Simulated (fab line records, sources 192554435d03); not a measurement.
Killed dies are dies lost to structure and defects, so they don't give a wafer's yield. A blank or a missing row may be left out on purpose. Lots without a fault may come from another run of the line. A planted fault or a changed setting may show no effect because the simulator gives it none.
fab line records | flow n5_finfet
record lots=3 wafers=9 last_day=20
route steps=1938 shown BEOL_M2@879 BEOL_M4@1111
lots that met no fault: from a run of the same line without faults
start_h: hours from the record's first day to the start of the lot's first wafer shown | wait_h: hours since the lot's step before | " the same as in the row above | L1.1+2: a row that stands for several wafers | - no value, or no start given | * or withheld: withheld | < > ~ a bound
route shown NAME@n: a module of which the file shows steps, and the number in the route of the first | usual: mean/standard deviation of fault-free wafers | same: alike in all rows | chamber/n: place in a boat | sites: the reading at each site | _std_site: their standard deviation | _edge_site: outer sites' mean less inner sites' | radius_mm: how far each site lies from the wafer's centre | mask NAME#n: copy n | behind: the tool/chamber that last shaped the wafer | hold: why the lot was held/for how many hours/how that ended | device: the transistor (n, p or np) that didn't switch | end of line: the same wafers' tests at the end of the route | a step without rows: its recipe alone | killed: dies lost to structure and defects at the first sort, not the wafer's yield | map: a wafer's dies, x killed, . not, _ none there
set.NAME: the setting as run; set.NAME@STEP: as run at that earlier step | model.NAME: the simulator's own value behind a step, which no gauge read
lots at some steps of the route; a table a step, a row a wafer
services: from which hour (start_h, from the record's first day; less than 0 if before it) a tool's chamber was out of use, for how many hours, and why
## steps
# step N5_BEOL_M2_DESCUM_33
# recipe chemistry=O2 time_s=7 source_power_w=50 bias_power_w=20 pressure_mtorr=20 rf_frequency_hz=2.712e+07 temp_c=40 resist=CAR-EUV o2_flow_sccm=225
# step N5_BEOL_M2_ETCH_77
# recipe chemistry=N2/H2 target=underlayer target_depth_a=65 mask_material=CAR-EUV time_s=5.2 ion_energy_ev=200 pressure_mtorr=30 source_w=840 bias_w=150 n2_flow_sccm=200 h2_flow_sccm=200 ends=cleared
# step N5_BEOL_M2_ETCH_69
# recipe chemistry=CF4 target=SiARC target_depth_a=156 mask_material=CAR-EUV time_s=26 ion_energy_ev=80 pressure_mtorr=40 source_w=545 bias_w=36 Ar_flow_sccm=100 cf4_flow_sccm=100 ends=cleared
# step N5_BEOL_M2_ALD_98
# recipe material=SiO2 target_thk_a=25 temp_c=100 ald_precursor_family=BDEAS ald_co_reactant=O2-plasma pulse_time_s=1 co_reactant_pulse_time_s=1 purge_time_s=2 co_reactant_purge_time_s=2 ald_cycles=17 pressure_torr=2
# step N5_BEOL_M2_ETCHBACK_99
# recipe chemistry=CHF3 target=SiO2 target_depth_a=50 time_s=10.4 source_w=215 bias_w=47 Ar_flow_sccm=200 CHF3_flow_sccm=12 ion_energy_ev=100 pressure_mtorr=30
# step N5_BEOL_M2_ETCH_70
# recipe chemistry=N2/H2 target=SOC target_depth_a=800 overetch_a=240 mask_material=SiARC temp_c=40 time_s=130 ion_energy_ev=200 pressure_mtorr=30 source_w=840 bias_w=150 n2_flow_sccm=200 h2_flow_sccm=200
# step N5_BEOL_M2_STRIP_71
# recipe chemistry=N2/H2 temp_c=40 n2_flow_sccm=200 h2_flow_sccm=200 rf_frequency_hz=6e+07
# step N5_BEOL_M2_STRIP_78
# recipe chemistry=N2/H2 temp_c=40 n2_flow_sccm=200 h2_flow_sccm=200 rf_frequency_hz=6e+07
# step N5_BEOL_M2_VIA_ETCH_34
# recipe chemistry=C4F6/O2 target_depth_a=694 mask_material=SOC pressure_mtorr=15 ion_energy_ev=250 taper_deg=4 time_s=65.9 source_w=350 bias_w=170 Ar_flow_sccm=300 C4F6_flow_sccm=10 O2_flow_sccm=10
# step N5_BEOL_M2_STRIP_83
# recipe chemistry=C4F6/O2 resist=SiARC rf_frequency_hz=6e+07
# step N5_BEOL_M2_STRIP_36
# recipe chemistry=N2/H2 power_w=450 temp_c=40 pressure_mtorr=20 rf_frequency_hz=6e+07 overash_fraction=0.3 bias_power_w=7 h2_frac=0.5 n2_flow_sccm=200 h2_flow_sccm=200
# step N5_BEOL_M2_TRENCH_ETCH_37
# recipe chemistry=C4F6/O2 target_depth_a=555.55 target=SiOC time_s=29.2 ion_energy_ev=250 pressure_mtorr=30 source_w=355 bias_w=185 Ar_flow_sccm=300 C4F6_flow_sccm=10 O2_flow_sccm=10
# usual O2_flow_sccm=9.998/0.029 drypump_motor_current_A=5.50/0.21 oes_f_703_au=0.78/0.073 oes_o_777_au=0.78/0.072 oes_product_au=0.78/0.074 rf_fwd_power_W=350.3/1.4 rf_vpp_V=667/5 showerhead_plenum_p_Torr=2.83/0.094 throttle_valve_pct=20.85/0.22
# columns lot.wafer tool chamber start_h wait_h O2_flow_sccm drypump_motor_current_A oes_f_703_au oes_o_777_au oes_product_au rf_fwd_power_W rf_hours_counter_h rf_vpp_V showerhead_plenum_p_Torr throttle_valve_pct model.BEOL_M2.feature_depth_nm model.etch.depth_nm
L290.1 rie_diel-03 0 195.28 - 10.033 5.45 0.73 0.74 0.73 352.7 170 666 2.84 20.82 55 54.99
L290.3 " 3 " " 9.969 5.27 0.84 0.84 0.86 349.9 53 667 2.88 21.06 56.2 56.12
L290.4 " 2 " " 9.992 5.59 0.74 0.73 0.74 349.7 151 658 2.63 20.89 55 54.99
L299.1 rie_diel-03 1 283.56 - 9.934 5.44 1.07 1.03 0.88 437.8 75 606 2.87 20.51 60.6 60.54
L299.2 " 2 " " 10.003 5.60 0.72 0.71 0.73 348.9 179 658 2.61 20.93 55.4 55.4
L299.6 " 3 " " 10.016 5.29 0.81 0.82 0.83 349.5 - 667 2.87 21.09 56.4 56.38
L303.2 rie_diel-06 0 302.71 - 10.010 5.56 0.69 0.70 0.71 348.0 228 664 2.70 21.11 55 55.06
L303.3 " 3 " " 9.988 5.32 0.76 0.76 0.75 347.6 175 672 2.84 21.02 55.4 55.45
L303.5 " 0 " " 9.995 5.55 0.71 0.70 0.71 349.0 - 665 2.70 21.11 55.2 55.22
# step N5_BEOL_M2_ETCH_41
# recipe chemistry=CH3F/O2 target=SiCN target_depth_a=299 taper_deg=2 time_s=52.5 ion_energy_ev=120 mask_material=TiN pressure_mtorr=30 source_w=395 bias_w=75 Ar_flow_sccm=150 CH3F_flow_sccm=30 O2_flow_sccm=20
# step N5_BEOL_M2_STRIP_97
# recipe chemistry=N2/H2 time_s=10 power_w=450 temp_c=40 pressure_mtorr=20 rf_frequency_hz=6e+07 bias_power_w=7 n2_flow_sccm=200 h2_flow_sccm=200
# step N5_BEOL_M2_OCD_MEAS_38
# usual trench_depth_nm=55.2/0.78
# columns lot.wafer tool chamber start_h wait_h trench_depth_nm
L290.1 ocd-01 - 195.43 - 55.6
L290.3 " - " " 55.9
L290.4 " - " " 55.7
L299.1 ocd-02 - 283.71 - 60.8
L299.2 " - " " 55.8
L299.6 " - " " 56.4
L303.2 ocd-02 - 302.86 - 55.0
L303.3 " - " " 55.5
L303.5 " - " " 55.3
# step N5_BEOL_M2_HM_STRIP_39
# recipe chemistry=peroxide_tin_strip material=TiN target_depth_a=250 temp_c=50 time_s=158
# step N5_BEOL_M2_SRD_40
# recipe time_s=30 temp_c=23 rinse_liquid=diw dry=ipa_marangoni
# step N5_BEOL_M2_PRECLEAN_42
# recipe chemistry=residue_remover time_s=60 temp_c=40
# step N5_BEOL_M2_SRD_43
# recipe time_s=30 temp_c=23 rinse_liquid=diw dry=ipa_marangoni
# step N5_BEOL_M2_DEGAS_44
# recipe ambient=vacuum temp_c=250 time_s=60
# step N5_BEOL_M2_PRE_CLEAN_45
# recipe gas=H2/He time_s=30 temp_c=250
# step N5_BEOL_M2_ALD_84
# recipe material=TaN target_thk_a=* temp_c=275 ald_precursor_family=PDMAT ald_co_reactant=NH3 pressure_torr=3 carrier_flow_sccm=1500 pulse_time_s=2 purge_time_s=3 co_reactant_purge_time_s=2 co_reactant_pulse_time_s=3 ald_cycles=30 precursor_vessel_temp_c=75 precursor_vessel_pressure_torr=26.25 precursor_vessel_carrier_sccm=1000
# step N5_BEOL_M2_SURFACE_TREAT_85
# recipe gas=Ar time_s=* ion_energy_ev=* ion_current_ma_cm2=0.5 pressure_mtorr=* ar_flow_sccm=30
# step N5_BEOL_M2_CVD_47
# recipe material=Co target_thk_a=30 temp_c=withheld precursor=CCTBA/H2 pressure_torr=30 time_s=223.8
# step N5_BEOL_M2_SPUTTER_48
# recipe material=Cu target_thk_a=45 temp_c=-20 chamber_pressure_pa=0.07 power_w=withheld time_s=8.29
# step N5_BEOL_M2_ANNEAL_49
# recipe temp_c=400 time_s=240 ambient=vacuum
# step N5_BEOL_M2_SPUTTER_79
# recipe material=Cu target_thk_a=45 temp_c=-20 chamber_pressure_pa=0.07 power_w=withheld time_s=8.29
# step N5_BEOL_M2_ANNEAL_80
# recipe temp_c=400 time_s=240 ambient=vacuum
# step N5_BEOL_M2_SPUTTER_81
# recipe material=Cu target_thk_a=45 temp_c=-20 chamber_pressure_pa=0.07 power_w=withheld time_s=8.29
# step N5_BEOL_M2_ANNEAL_82
# recipe temp_c=400 time_s=240 ambient=vacuum
# step N5_BEOL_M2_SPUTTER_86
# recipe material=Cu target_thk_a=45 temp_c=-20 chamber_pressure_pa=0.07 power_w=withheld time_s=8.29
# step N5_BEOL_M2_ANNEAL_87
# recipe temp_c=400 time_s=240 ambient=vacuum
# step N5_BEOL_M2_SPUTTER_88
# recipe material=Cu target_thk_a=45 temp_c=-20 chamber_pressure_pa=0.07 power_w=withheld time_s=8.29
# step N5_BEOL_M2_ANNEAL_89
# recipe temp_c=400 time_s=240 ambient=vacuum
# step N5_BEOL_M2_SPUTTER_90
# recipe material=Cu target_thk_a=45 temp_c=-20 chamber_pressure_pa=0.07 power_w=withheld time_s=8.29
# step N5_BEOL_M2_ANNEAL_91
# recipe temp_c=400 time_s=240 ambient=vacuum
# step N5_BEOL_M2_SPUTTER_92
# recipe material=Cu target_thk_a=45 temp_c=-20 chamber_pressure_pa=0.07 power_w=withheld time_s=8.29
# step N5_BEOL_M2_ANNEAL_93
# recipe temp_c=400 time_s=240 ambient=vacuum
# step N5_BEOL_M2_SPUTTER_94
# recipe material=Cu target_thk_a=45 temp_c=-20 chamber_pressure_pa=0.07 power_w=withheld time_s=8.29
# step N5_BEOL_M2_ANNEAL_95
# recipe temp_c=400 time_s=240 ambient=vacuum
# step N5_BEOL_M2_CMP_52
# recipe stop_on=SiOC t_overpolish_s=6.8 down_force_psi=1 platen_rpm=50 clearing_platen_down_force_psi=1.5 clearing_platen_rpm=50 post_cmp_clean=cu_alkaline target_thk_nm=40 clearing_platen_pad_velocity_m_s=0.99484 pad_velocity_m_s=0.99484
# usual barrier_field_endpoint_s=24.6/0.58 motor_current_A=6.0/0.39 overpolish_run_s=6.800/0.0084 time_to_endpoint_s=60.7/2.4
# columns lot.wafer tool chamber start_h wait_h barrier_field_endpoint_s motor_current_A overpolish_run_s time_to_endpoint_s model.Cu_of_BEOL_M2_ECD_50.thk_nm
L290.4 cmp-01 3 198.77 0.1 24.1 5.9 6.800 59.8 40
L290.1 " 0 " " 24.3 5.9 6.792 61.6 41.2
L290.3 " 2 " " 24.5 5.9 6.802 61.9 42
L299.2 cmp-01 0 287.09 0.2 25.3 6.2 6.789 61.5 39.4
L299.1 " 2 " " 25.3 5.8 6.795 64.5 44.4
L299.6 " 0 " " 25.1 6.2 6.787 57.2 41.4
L303.3 cmp-04 1 308.37 0.4 23.8 6.0 6.799 57.1 39.4
L303.2 " 3 " " 24.3 6.7 6.799 59.6 38.8
L303.5 " 1 " " 25.2 6.0 6.792 61.8 38
# step N5_BEOL_M2_THK_MEAS_53
# recipe thk_meas_gauge=xrf reads=Cu_of_BEOL_M2_ECD_50
# usual M2_THK=39.3/1.2
# columns lot.wafer tool chamber start_h wait_h M2_THK[nm]
L290.1 film_metro-02 - 199.07 - 40.7
L290.3 " - " " 41.7
L290.4 " - " " 39.6
L299.1 film_metro-01 - 287.35 - 44.4
L299.2 " - " " 39.6
L299.6 " - " " 41.4
L303.2 film_metro-01 - 308.67 - 38.8
L303.3 " - " " 39.6
L303.5 " - " " 38.1
# step N5_BEOL_M2_RS_MEAS_58
# recipe thk_meas_gauge=four-point-probe reads=Co_of_BEOL_M2_CO_CAP_55+Cu_of_BEOL_M2_ECD_50+Co_of_BEOL_M2_CVD_47+TaN_of_BEOL_M2_ALD_84
# usual M2_RS=0.687/0.027
# columns lot.wafer tool chamber start_h wait_h M2_RS[ohm/sq]
L290.1 film_metro-02 - 199.33 0.0 0.641
L290.3 " - " " 0.626
L290.4 " - " " 0.669
L299.1 film_metro-01 - 287.61 0.0 0.584
L299.2 " - " " 0.679
L299.6 " - " " 0.641
L303.2 film_metro-01 - 309.01 0.1 0.695
L303.3 " - " " 0.679
L303.5 " - " " 0.711
# step N5_BEOL_M4_RC_MEAS_101
# usual DIBL_N=36.3/1.2 DIBL_P=36.3/1.4 IOFF_N=0.160/0.02 IOFF_P=0.210/0.025 ION_N=675/9.5 ION_P=462/7 SS_N=71.5/0.53 SS_P=73.4/0.55 VT_N=249.5/2.6 VT_P=-250.1/2.9
# columns lot.wafer tool chamber start_h wait_h DIBL_N[mV/V] DIBL_P[mV/V] IOFF_N[nA/um] IOFF_P[nA/um] ION_N[uA/um] ION_P[uA/um] SS_N[mV/dec] SS_P[mV/dec] VT_N[mV] VT_P[mV]
L290.1 prober-02 0 247.75 0.0 35.8 35.6 0.148 0.217 670 466 71.9 72.8 251.2 -247.0
L290.3 " 0 " " 35.3 35.3 0.147 0.226 661 465 72.0 73.2 248.9 -248.3
L290.4 " 0 " " 37.4 37.4 0.188 0.253 670 466 72.8 73.0 244.6 -247.5
L299.1 prober-02 0 338.15 0.0 38.0 39.3 0.195 0.254 681 471 71.8 72.9 247.0 -247.5
L299.2 " 0 " " 36.0 36.0 0.144 0.194 675 463 71.4 73.5 249.6 -252.1
L299.6 " 0 " " 38.7 39.4 0.194 0.248 692 471 71.4 74.3 245.6 -246.6
L303.2 prober-02 0 363.44 0.2 35.5 36.3 0.164 0.216 691 475 71.3 73.3 245.8 -247.9
L303.3 " 0 " " 35.2 35.8 0.151 0.197 676 461 70.9 73.0 248.9 -248.3
L303.5 " 0 " " 36.0 36.6 0.176 0.216 688 468 71.5 73.1 245.0 -248.6
## services
# columns tool chamber start_h hours kind
cmp-01 - 203.65 1.3 repair
cmp-01 - 225.37 0.7 repair
cmp-04 - 245.63 0.6 repair
cmp-04 - 264.61 6.3 pm
cmp-04 - 273.00 2.2 repair
cmp-01 - 275.16 0.4 repair
rie_diel-06 2 285.04 20.5 repair
rie_diel-03 1 290.99 9.8 repair
rie_diel-06 0 300.01 1.3 repair
cmp-04 - 300.11 4.0 pm
rie_diel-06 3 303.75 16.3 repair
cmp-04 - 304.11 - consumable_replace:conditioner
cmp-04 - 304.11 - consumable_replace:pad
cmp-01 - 304.45 6.7 pm
## key
first_sign step=N5_BEOL_M2_TRENCH_ETCH_37 reading=rf_fwd_power_W direction=up sigmas=61 usual=* struck=*
effect step=N5_BEOL_M2_TRENCH_ETCH_37 reading=rf_vpp_V direction=down sigmas=12 usual=667 struck=606
effect step=N5_BEOL_M2_OCD_MEAS_38 reading=trench_depth_nm direction=up sigmas=7.1 usual=55.2 struck=60.8
effect step=N5_BEOL_M2_THK_MEAS_53 reading=M2_THK direction=up sigmas=4.3 usual=39.3 struck=44.4
effect step=N5_BEOL_M2_RS_MEAS_58 reading=M2_RS direction=down sigmas=3.8 usual=0.687 struck=0.584
model_effect step=N5_BEOL_M2_TRENCH_ETCH_37 value=BEOL_M2.feature_depth_nm without=55.6 struck=60.6
model_effect step=N5_BEOL_M2_CMP_52 value=Cu_of_BEOL_M2_ECD_50.thk_nm without=39.6 struck=44.4
met_at N5_BEOL_M2_TRENCH_ETCH_37
struck_wafers L299.1
fault kind=process_parameter_drift tool=rie_diel-03 chamber=1 onset_h=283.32 steps=N5_BEOL_M2_TRENCH_ETCH_37 channel=source_w offset=85.2 shape=step end_h=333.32 acts_in=these_recipes_only stated=355
